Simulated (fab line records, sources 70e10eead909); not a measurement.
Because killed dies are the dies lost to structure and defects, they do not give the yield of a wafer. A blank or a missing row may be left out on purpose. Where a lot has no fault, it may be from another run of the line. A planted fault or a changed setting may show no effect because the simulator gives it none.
fab line records -- flow nand_harc
record: lots: 12, wafers: 36, last_day: 33
route steps=1302 shown P_START@1 P_ZERO_WELL@56 P_STI@88 END@1302
lots untouched by any fault: they come from a run of this same line in which no faults occurred
start_h: hours from the record's opening day to when the first of the lot's shown wafers began -- wait_h: hours elapsed since this lot's preceding step -- " the same as in the row above -- L1.1+2: a row that stands for several wafers -- - value missing, or start not given -- * or withheld: withheld -- < > ~ a bound
route shown NAME@n: a module of which the file shows steps, and the number in the route of the first -- usual: mean/standard deviation of fault-free wafers -- same: alike in all rows -- chamber/n: place in a boat -- sites: per-site readings -- _std_site: their standard deviation -- _edge_site: inner sites' mean taken away from outer sites' mean -- radius_mm: for every site, how far away it sits from the centre of the wafer -- mask NAME#n: copy n -- behind: the most recent tool/chamber to have shaped the wafer -- hold: what put the lot on hold/how long, in hours/how the hold closed -- device: whichever transistor did not switch (one of n, p or np) -- end of line: at the end of the route, the tests of the same wafers -- where a step has no rows: the recipe by itself -- killed: the dies lost at the first sort to structure and to defects; this is not the yield of the wafer -- map: the dies of a wafer, with x for killed, . for not killed, _ for no die there
set.NAME: the setting as run; set.NAME@STEP: as run at that earlier step -- model.NAME: the simulator's own value behind a step, which no gauge read
the route's steps for a sample of lots (tables are steps, rows are wafers)
services: a tool's chamber out of use, with start hour (start_h, from the record's first day; less than 0 if before it), hours out, and reason
== steps ==
step: NHARC_P_START_INSPECT_01
usual: raw_defect_count: 3.3/1.8
lot.wafer,tool,chamber,start_h,wait_h,raw_defect_count
L937.1,defect_inspect-01,-,20.04,-,1
L937.2,defect_inspect-01,-,20.04,-,5
L937.5,defect_inspect-01,-,20.04,-,3
L939.2,defect_inspect-01,-,40.04,-,2
L939.3,defect_inspect-01,-,40.04,-,4
L939.4,defect_inspect-01,-,40.04,-,0
L942.2,defect_inspect-02,-,70.04,-,3
L942.5,defect_inspect-02,-,70.04,-,2
L942.6,defect_inspect-02,-,70.04,-,2
L943.1,defect_inspect-02,-,80.04,-,6
L943.2,defect_inspect-02,-,80.04,-,2
L943.4,defect_inspect-02,-,80.04,-,3
L944.1,defect_inspect-01,-,90.04,-,7
L944.3,defect_inspect-01,-,90.04,-,3
L944.5,defect_inspect-01,-,90.04,-,2
L945.2,defect_inspect-02,-,100.04,-,1
L945.4,defect_inspect-02,-,100.04,-,4
L945.5,defect_inspect-02,-,100.04,-,3
L946.1,defect_inspect-02,-,110.04,-,4
L946.2,defect_inspect-02,-,110.04,-,1
L946.4,defect_inspect-02,-,110.04,-,2
L947.1,defect_inspect-01,-,120.04,-,3
L947.4,defect_inspect-01,-,120.04,-,5
L947.6,defect_inspect-01,-,120.04,-,4
L950.2,defect_inspect-01,-,150.04,-,3
L950.5,defect_inspect-01,-,150.04,-,2
L950.6,defect_inspect-01,-,150.04,-,6
L951.3,defect_inspect-02,-,160.04,-,3
L951.5,defect_inspect-02,-,160.04,-,1
L951.6,defect_inspect-02,-,160.04,-,2
L959.1,defect_inspect-01,-,240.04,-,0
L959.4,defect_inspect-01,-,240.04,-,1
L959.6,defect_inspect-01,-,240.04,-,4
L960.3,defect_inspect-01,-,250.04,-,5
L960.4,defect_inspect-01,-,250.04,-,1
L960.6,defect_inspect-01,-,250.04,-,2
step: NHARC_P_ZERO_WELL_EXPOSE_49
recipe: na: 0.6, target_cd_nm: 2000, dose_mj: 22.64, mask_id: P_HVPW
usual: focus_offset_nm: 0.0/0.57
lot.wafer,tool,chamber,start_h,wait_h,mask,focus_offset_nm
L937.1,krf_scanner-04,0,26.27,-,P_HVPW#0,0.6
L937.2,krf_scanner-04,0,26.27,-,P_HVPW#0,0.1
L937.5,krf_scanner-04,0,26.27,-,P_HVPW#0,0.0
L939.2,krf_scanner-04,0,45.57,-,P_HVPW#0,-0.3
L939.3,krf_scanner-04,0,45.57,-,P_HVPW#0,0.2
L939.4,krf_scanner-04,0,45.57,-,P_HVPW#0,0.2
L942.2,krf_scanner-04,0,75.63,-,P_HVPW#0,-0.6
L942.5,krf_scanner-04,0,75.63,-,P_HVPW#0,-0.2
L942.6,krf_scanner-04,0,75.63,-,P_HVPW#0,-0.2
L943.1,krf_scanner-02,0,85.68,-,P_HVPW#0,0.8
L943.2,krf_scanner-02,0,85.68,-,P_HVPW#0,-0.2
L943.4,krf_scanner-02,0,85.68,-,P_HVPW#0,0.0
L944.1,krf_scanner-04,0,96.17,-,P_HVPW#0,-0.2
L944.3,krf_scanner-04,0,96.17,-,P_HVPW#0,-1.1
L944.5,krf_scanner-04,0,96.17,-,P_HVPW#0,1.4
L945.2,krf_scanner-04,0,105.52,-,P_HVPW#0,-0.5
L945.4,krf_scanner-04,0,105.52,-,P_HVPW#0,0.7
L945.5,krf_scanner-04,0,105.52,-,P_HVPW#0,-0.4
L946.1,krf_scanner-03,0,116.09,-,P_HVPW#0,1.2
L946.2,krf_scanner-03,0,116.09,-,P_HVPW#0,0.4
L946.4,krf_scanner-03,0,116.09,-,P_HVPW#0,0.9
L947.1,krf_scanner-04,0,125.53,-,P_HVPW#0,0.9
L947.4,krf_scanner-04,0,125.53,-,P_HVPW#0,0.3
L947.6,krf_scanner-04,0,125.53,-,P_HVPW#0,1.1
L950.2,krf_scanner-02,0,155.65,-,P_HVPW#0,0.6
L950.5,krf_scanner-02,0,155.65,-,P_HVPW#0,0.2
L950.6,krf_scanner-02,0,155.65,-,P_HVPW#0,0.2
L951.3,krf_scanner-02,0,165.55,-,P_HVPW_R1#0,0.5
L951.5,krf_scanner-02,0,165.55,-,P_HVPW_R1#0,0.2
L951.6,krf_scanner-02,0,165.55,-,P_HVPW_R1#0,-0.5
L959.1,krf_scanner-04,0,245.40,-,P_HVPW#0,-0.7
L959.4,krf_scanner-04,0,245.40,-,P_HVPW#0,-0.5
L959.6,krf_scanner-04,0,245.40,-,P_HVPW#0,-0.3
L960.3,krf_scanner-04,0,255.35,-,P_HVPW#0,0.7
L960.4,krf_scanner-04,0,255.35,-,P_HVPW#0,0.5
L960.6,krf_scanner-04,0,255.35,-,P_HVPW#0,-0.2
step: NHARC_P_ZERO_WELL_CD_MEAS_52
recipe: target_cd_nm: 2000, landing_energy_ev: 500
usual: cd_nm: 1999.3/1.8
lot.wafer,tool,chamber,start_h,wait_h,cd_nm
L937.1,cd_sem-02,0,26.43,-,1999.1
L937.2,cd_sem-02,0,26.43,-,1999.3
L937.5,cd_sem-02,0,26.43,-,2002.3
L939.2,cd_sem-02,0,45.72,-,1997.8
L939.3,cd_sem-02,0,45.72,-,1999.9
L939.4,cd_sem-02,0,45.72,-,1996.5
L942.2,cd_sem-03,0,75.78,-,2000.3
L942.5,cd_sem-03,0,75.78,-,1997.8
L942.6,cd_sem-03,0,75.78,-,1999.0
L943.1,cd_sem-01,0,85.83,-,1998.7
L943.2,cd_sem-01,0,85.83,-,1998.6
L943.4,cd_sem-01,0,85.83,-,1999.0
L944.1,cd_sem-03,0,96.33,-,2000.5
L944.3,cd_sem-03,0,96.33,-,1996.0
L944.5,cd_sem-03,0,96.33,-,1997.9
L945.2,cd_sem-01,0,105.67,-,1998.7
L945.4,cd_sem-01,0,105.67,-,1997.5
L945.5,cd_sem-01,0,105.67,-,1999.0
L946.1,cd_sem-03,0,116.25,-,1997.4
L946.2,cd_sem-03,0,116.25,-,1998.4
L946.4,cd_sem-03,0,116.25,-,1998.9
L947.1,cd_sem-03,0,125.69,-,2000.0
L947.4,cd_sem-03,0,125.69,-,1999.0
L947.6,cd_sem-03,0,125.69,-,1999.0
L950.2,cd_sem-03,0,155.80,-,1996.8
L950.5,cd_sem-03,0,155.80,-,1997.1
L950.6,cd_sem-03,0,155.80,-,1997.9
L951.3,cd_sem-01,0,165.70,-,1811.6
L951.5,cd_sem-01,0,165.70,-,1811.4
L951.6,cd_sem-01,0,165.70,-,1808.8
L959.1,cd_sem-02,0,245.56,-,1997.2
L959.4,cd_sem-02,0,245.56,-,1995.5
L959.6,cd_sem-02,0,245.56,-,1999.1
L960.3,cd_sem-03,0,255.50,-,1998.3
L960.4,cd_sem-03,0,255.50,-,1997.5
L960.6,cd_sem-03,0,255.50,-,1997.5
step: NHARC_P_ZERO_WELL_RTA_42
recipe: temp_c: 1100, time_s: 300
usual: lamp_power_pct: 36.2/0.62, wafer_temp_C_max: 1105.2/1.5
lot.wafer,tool,chamber,start_h,wait_h,lamp_power_pct,wafer_temp_C_max
L937.1,rtp_anneal-01,0,28.01,-,35.6,1103.6
L937.2,rtp_anneal-01,0,28.01,-,35.6,1103.2
L937.5,rtp_anneal-01,0,28.01,-,35.6,1104.4
L939.2,rtp_anneal-02,0,47.02,-,36.8,1105.5
L939.3,rtp_anneal-02,0,47.02,-,36.9,1109.2
L939.4,rtp_anneal-02,0,47.02,-,36.9,1107.4
L942.2,rtp_anneal-01,0,77.02,-,35.6,1105.2
L942.5,rtp_anneal-01,0,77.02,-,35.6,1104.1
L942.6,rtp_anneal-01,0,77.02,-,35.7,1104.3
L943.1,rtp_anneal-01,0,86.97,-,35.6,1103.6
L943.2,rtp_anneal-01,0,86.97,-,35.6,1104.2
L943.4,rtp_anneal-01,0,86.97,-,35.7,1104.9
L944.1,rtp_anneal-01,0,97.49,-,35.6,1104.5
L944.3,rtp_anneal-01,0,97.49,-,35.6,1104.7
L944.5,rtp_anneal-01,0,97.49,-,35.6,1102.8
L945.2,rtp_anneal-02,0,106.92,-,36.9,1105.8
L945.4,rtp_anneal-02,0,106.92,-,36.9,1107.7
L945.5,rtp_anneal-02,0,106.92,-,36.8,1106.2
L946.1,rtp_anneal-01,0,117.45,-,35.6,1102.7
L946.2,rtp_anneal-01,0,117.45,-,35.5,1103.4
L946.4,rtp_anneal-01,0,117.45,-,35.6,1105.1
L947.1,rtp_anneal-01,0,126.84,-,35.6,1104.7
L947.4,rtp_anneal-01,0,126.84,-,35.6,1103.6
L947.6,rtp_anneal-01,0,126.84,-,35.6,1104.0
L950.2,rtp_anneal-02,0,157.05,-,36.8,1107.8
L950.5,rtp_anneal-02,0,157.05,-,36.8,1106.8
L950.6,rtp_anneal-02,0,157.05,-,36.8,1107.3
L951.3,rtp_anneal-02,0,167.16,-,36.7,1105.8
L951.5,rtp_anneal-02,0,167.16,-,36.8,1106.8
L951.6,rtp_anneal-02,0,167.16,-,36.7,1105.3
L959.1,rtp_anneal-01,0,246.70,-,35.7,1104.2
L959.4,rtp_anneal-01,0,246.70,-,35.6,1104.2
L959.6,rtp_anneal-01,0,246.70,-,35.7,1104.5
L960.3,rtp_anneal-02,0,256.87,-,36.7,1108.2
L960.4,rtp_anneal-02,0,256.87,-,36.7,1106.4
L960.6,rtp_anneal-02,0,256.87,-,36.8,1106.6
step: NHARC_P_STI_ETCH_42
recipe: target_depth_a: 800, overetch_a: 240, time_s: 61, ion_energy_ev: 200, n2_flow_sccm: 150, h2_flow_sccm: 150, ar_flow_sccm: 0, rf_w: 400, bias_w: 150, chemistry: N2/H2
usual: drypump_motor_current_A: 6.0/0.44, oes_product_au: 0.996/0.0078, rf_vpp_V: 430.2/2.1, showerhead_plenum_p_Torr: 2.03/0.071, throttle_valve_pct: 14.170/0.0088
lot.wafer,tool,chamber,start_h,wait_h,drypump_motor_current_A,oes_product_au,rf_hours_counter_h,rf_vpp_V,showerhead_plenum_p_Torr,throttle_valve_pct
L937.2,rie_diel-08,2,43.54,0.1,5.9,0.999,1,431.2,2.01,14.167
L937.1,rie_diel-08,0,43.54,0.1,5.1,1.001,2,430.6,1.99,14.175
L937.5,rie_diel-08,1,43.54,0.1,6.5,1.019,-,428.9,1.97,14.167
L939.4,rie_diel-05,3,64.66,0.1,6.2,0.998,0,433.3,2.12,14.173
L939.3,rie_diel-05,0,64.66,0.1,5.9,1.000,0,430.6,2.06,14.161
L939.2,rie_diel-05,2,64.66,0.1,6.3,1.005,0,432.3,2.13,14.165
L942.2,rie_diel-05,0,96.79,0.1,6.0,0.985,1,432.2,2.06,14.168
L942.6,rie_diel-05,2,96.79,0.1,6.4,1.008,-,432.8,2.13,14.167
L942.5,rie_diel-05,3,96.79,0.1,6.1,0.993,-,432.4,2.12,14.161
L943.4,rie_diel-05,0,105.77,0.1,6.0,0.992,1,430.8,2.06,14.169
L943.1,rie_diel-05,1,105.77,0.1,6.0,0.999,1,428.8,1.98,14.164
L943.2,rie_diel-05,2,105.77,0.1,6.4,1.003,1,433.6,2.13,14.159
L944.3,rie_diel-06,2,113.84,0.1,6.0,1.003,10,428.7,2.01,14.183
L944.1,rie_diel-06,1,113.84,0.1,6.2,1.018,10,425.9,1.90,14.160
L944.5,rie_diel-06,2,113.84,0.1,6.0,1.002,-,430.9,2.01,14.174
L945.2,rie_diel-08,1,123.40,0.1,6.5,1.003,8,427.1,1.96,14.175
L945.4,rie_diel-08,2,123.40,0.1,6.0,0.995,6,429.3,2.01,14.173
L945.5,rie_diel-08,1,123.40,0.1,6.5,0.993,-,430.2,1.96,14.174
L946.2,rie_diel-08,1,137.66,0.1,6.5,1.001,9,428.8,1.96,14.175
L946.1,rie_diel-08,3,137.66,0.1,5.7,0.994,9,432.8,2.11,14.164
L946.4,rie_diel-08,1,137.66,0.1,6.5,0.995,-,428.8,1.96,14.170
L947.4,rie_diel-08,2,146.47,0.1,5.9,0.998,8,429.7,2.01,14.179
L947.1,rie_diel-08,0,146.47,0.1,5.1,1.004,9,429.9,1.99,14.157
L947.6,rie_diel-08,2,146.47,0.1,5.9,1.000,-,430.6,2.01,14.182
L950.2,rie_diel-05,3,174.09,0.1,6.2,0.992,5,430.3,2.12,14.180
L950.5,rie_diel-05,2,174.09,0.1,6.4,0.981,-,432.3,2.13,14.165
L950.6,rie_diel-05,3,174.09,0.1,6.1,0.989,-,432.5,2.12,14.163
L951.3,rie_diel-06,3,183.21,0.1,4.9,1.003,2,426.4,1.91,14.165
L951.6,rie_diel-06,1,183.21,0.1,6.3,1.007,-,426.8,1.90,14.167
L951.5,rie_diel-06,2,183.21,0.1,6.0,0.991,-,429.3,2.00,14.167
L959.4,rie_diel-08,2,263.03,0.1,5.9,1.001,5,429.3,2.01,14.178
L959.1,rie_diel-08,3,263.03,0.1,5.7,0.997,5,433.1,2.11,14.173
L959.6,rie_diel-08,0,263.03,0.1,5.1,0.995,-,429.1,1.98,14.180
L960.3,rie_diel-05,2,275.22,0.1,6.3,1.002,2,433.0,2.12,14.163
L960.4,rie_diel-05,3,275.22,0.1,6.1,1.000,2,433.4,2.12,14.166
L960.6,rie_diel-05,3,275.22,0.1,6.2,0.990,-,432.8,2.12,14.155
step: NHARC_END_SORT_01
recipe: temp_c: 25
usual: killed_at_array: 57/20, killed_at_other: 1.3/1.4, killed_at_periphery: 3.4/2.4, killed_dies: 61/19, killed_open: 2.9/1.8, killed_short: 2.5/1.6
same: gross_dies: 677
lot.wafer,tool,chamber,start_h,wait_h,killed_at_array,killed_at_other,killed_at_periphery,killed_dies,killed_open,killed_short
L944.1,prober-02,0,635.76,2.5,45,0,4,49,1,3
L944.3,prober-02,0,637.37,3.1,70,0,4,74,2,1
L944.5,prober-02,0,638.99,3.7,72,0,2,74,5,2
L946.1,prober-01,0,662.15,2.5,52,1,5,58,2,5
L946.4,prober-01,0,664.57,3.4,45,2,2,49,2,3
L947.1,prober-01,0,679.90,2.5,51,0,0,51,0,2
L947.4,prober-01,0,682.29,3.4,57,0,2,59,2,2
L947.6,prober-01,0,683.87,4.0,48,0,0,48,1,3
L950.5,prober-02,0,683.18,3.7,94,2,0,96,3,5
L951.3,prober-01,0,706.76,3.1,64,1,1,66,0,2
L951.5,prober-01,0,708.39,3.7,63,2,4,69,4,1
L951.6,prober-01,0,709.20,4.1,68,0,5,73,2,4
killed by level:class
L944.1 A_CHANNEL_HOLE_D2:chamber_film_flake=17 A_CHANNEL_HOLE_D1:chamber_film_flake=15 P_CONTACT:chamber_film_flake=3 A_M0:chamber_film_flake=3 A_SLIT:chamber_film_flake=2 A_WL_FILL:chamber_film_flake=2 A_DECK1_JOINT:geometric_particle:open=1 A_ONON_D2:geometric_particle:short=1
L944.3 A_CHANNEL_HOLE_D2:chamber_film_flake=34 A_CHANNEL_HOLE_D1:chamber_film_flake=27 P_CONTACT:chamber_film_flake=3 A_CONTACT:chamber_film_flake=2 A_M0:chamber_film_flake=2 P_STI:geometric_particle:short=1 A_ONON_D1:geometric_particle:open=1 A_ONON_D2:geometric_particle:open=1
L944.5 A_CHANNEL_HOLE_D2:chamber_film_flake=33 A_CHANNEL_HOLE_D1:chamber_film_flake=29 A_CONTACT:chamber_film_flake=3 P_M2:geometric_particle:open=1 A_ONON_D1:geometric_particle:open=1 A_ONON_D2:geometric_particle:short=1 A_SLIT:geometric_particle:open=1 A_WL_FILL:geometric_particle:short=1
L946.1 A_SLIT:chamber_film_flake=26 A_CHANNEL_HOLE_D2:chamber_film_flake=9 A_CHANNEL_HOLE_D1:chamber_film_flake=7 P_ZERO_WELL:chamber_film_flake=3 A_ONON_D2:geometric_particle:short=2 P_STI:chamber_film_flake=2 A_ONON_D1:geometric_particle:short=1 A_CHANNEL_HOLE_D1:geometric_particle:short=1
L946.4 A_SLIT:chamber_film_flake=24 A_CHANNEL_HOLE_D2:chamber_film_flake=9 A_CHANNEL_HOLE_D1:chamber_film_flake=4 A_STAIRCASE:chamber_film_flake=2 A_CHANNEL_HOLE_D1:geometric_particle:open=1 A_CHANNEL_FILL_D1:geometric_particle:short=1 A_CHANNEL_FILL_D2:geometric_particle:open=1 A_WL_FILL:geometric_particle:short=1
L947.1 A_CHANNEL_HOLE_D1:chamber_film_flake=22 A_CHANNEL_HOLE_D2:chamber_film_flake=17 A_STAIRCASE:chamber_film_flake=3 A_CONTACT:chamber_film_flake=3 A_SLIT:chamber_film_flake=2 A_M1:chamber_film_flake=2 A_DECK1_JOINT:geometric_particle:short=1 A_CHANNEL_FILL_D2:geometric_particle:short=1
L947.4 A_CHANNEL_HOLE_D1:chamber_film_flake=32 A_CHANNEL_HOLE_D2:chamber_film_flake=13 A_CONTACT:chamber_film_flake=4 A_M1:chamber_film_flake=3 P_CONTACT:geometric_particle:short=1 A_CHANNEL_FILL_D1:geometric_particle:open=1 A_WL_FILL:geometric_particle:short=1 A_M0:geometric_particle:open=1
L950.5 A_CHANNEL_HOLE_D1:chamber_film_flake=32 A_SLIT:chamber_film_flake=30 A_CHANNEL_HOLE_D2:chamber_film_flake=15 A_CONTACT:chamber_film_flake=5 A_SGD_CUT:chamber_film_flake=3 A_CHANNEL_FILL_D2:geometric_particle:short=2 A_CHANNEL_FILL_D1:geometric_particle:short=1 A_DECK1_JOINT:geometric_particle:open=1
L947.6 A_CHANNEL_HOLE_D1:chamber_film_flake=21 A_CHANNEL_HOLE_D2:chamber_film_flake=11 A_CONTACT:chamber_film_flake=5 A_SLIT:chamber_film_flake=3 A_ZERO_WELL:chamber_film_flake=2 A_ONON_D2:geometric_particle:open=1 A_CHANNEL_HOLE_D2:geometric_particle:short=1 A_SGD_CUT:geometric_particle:short=1
L951.3 A_CHANNEL_HOLE_D1:chamber_film_flake=32 A_CHANNEL_HOLE_D2:chamber_film_flake=20 A_SLIT:chamber_film_flake=5 A_CHANNEL_FILL_D2:chamber_film_flake=2 A_CONTACT:chamber_film_flake=2 A_CHANNEL_FILL_D1:geometric_particle:short=1 A_WL_FILL:geometric_particle:short=1 A_STAIRCASE:chamber_film_flake=1
L951.5 A_CHANNEL_HOLE_D1:chamber_film_flake=37 A_CHANNEL_HOLE_D2:chamber_film_flake=19 P_ZERO_WELL:area_expose=3 THIN_TSV:chamber_film_flake=2 A_CHANNEL_FILL_D1:geometric_particle:open=1 A_CHANNEL_FILL_D2:geometric_particle:open=1 A_WL_FILL:geometric_particle:open=1 A_CONTACT:geometric_particle:open=1
L951.6 A_CHANNEL_HOLE_D1:chamber_film_flake=31 A_CHANNEL_HOLE_D2:chamber_film_flake=27 P_ZERO_WELL:area_expose=3 A_DECK1_JOINT:chamber_film_flake=2 P_M1:geometric_particle:open=1 A_ONON_D1:geometric_particle:short=1 A_CHANNEL_FILL_D1:geometric_particle:open=1 A_CHANNEL_FILL_D1:geometric_particle:short=1
== services ==
tool,chamber,start_h,hours,kind
rie_diel-06,2,5.30,2.6,repair
krf_scanner-04,-,10.00,4.0,pm
rie_diel-08,0,10.23,4.4,repair
rtp_anneal-02,-,12.00,12.0,pm
rie_diel-08,-,13.80,9.0,pm
rie_diel-06,0,29.71,4.2,repair
rie_diel-05,-,52.60,9.0,pm
rie_diel-08,2,71.35,9.8,repair
krf_scanner-04,-,78.97,0.2,repair
krf_scanner-02,-,101.96,4.0,pm
krf_scanner-02,-,118.45,5.7,repair
rie_diel-06,0,127.04,10.0,repair
rie_diel-06,-,130.20,9.0,pm
rie_diel-08,0,134.86,7.4,repair
rie_diel-08,2,159.27,7.7,repair
rie_diel-06,3,165.30,2.5,repair
rie_diel-05,1,168.02,8.7,repair
krf_scanner-04,-,175.64,1.3,repair
krf_scanner-04,-,182.00,4.0,pm
rie_diel-08,-,190.80,9.0,pm
rie_diel-05,-,203.84,0.3,repair
krf_scanner-04,-,214.45,0.2,repair
rie_diel-05,-,229.60,9.0,pm
krf_scanner-02,-,273.96,4.0,pm
== key ==
first_sign: step: NHARC_P_ZERO_WELL_EXPOSE_49, reading: mask, direction: changed
effect: step: NHARC_P_ZERO_WELL_CD_MEAS_52, reading: cd_nm, direction: down, sigmas: 99+, usual: 1999.3, struck: 1810.6
met_at NHARC_P_ZERO_WELL_EXPOSE_49
struck_lots L951
tester_left_out L951
not_acting_at NHARC_P_START_INSPECT_01,NHARC_P_ZERO_WELL_RTA_42,NHARC_P_STI_ETCH_42
onset_between 155.65 165.55
fault: kind: wrong_mask, tool: any, chamber: -, onset_h: 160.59, steps: NHARC_P_ZERO_WELL_EXPOSE_49, aux_copy: P_HVPW_R1#0, cd_offset_nm: -188.37, scope: struck_lots_only
tester_left_out: of these lots the tester's yield and bins aren't shown, on N5 and GAA mostly nor the transistor test; their killed dies are dies lost to structure and defects alone, not to doping, threshold or leakage, so they don't give the yield
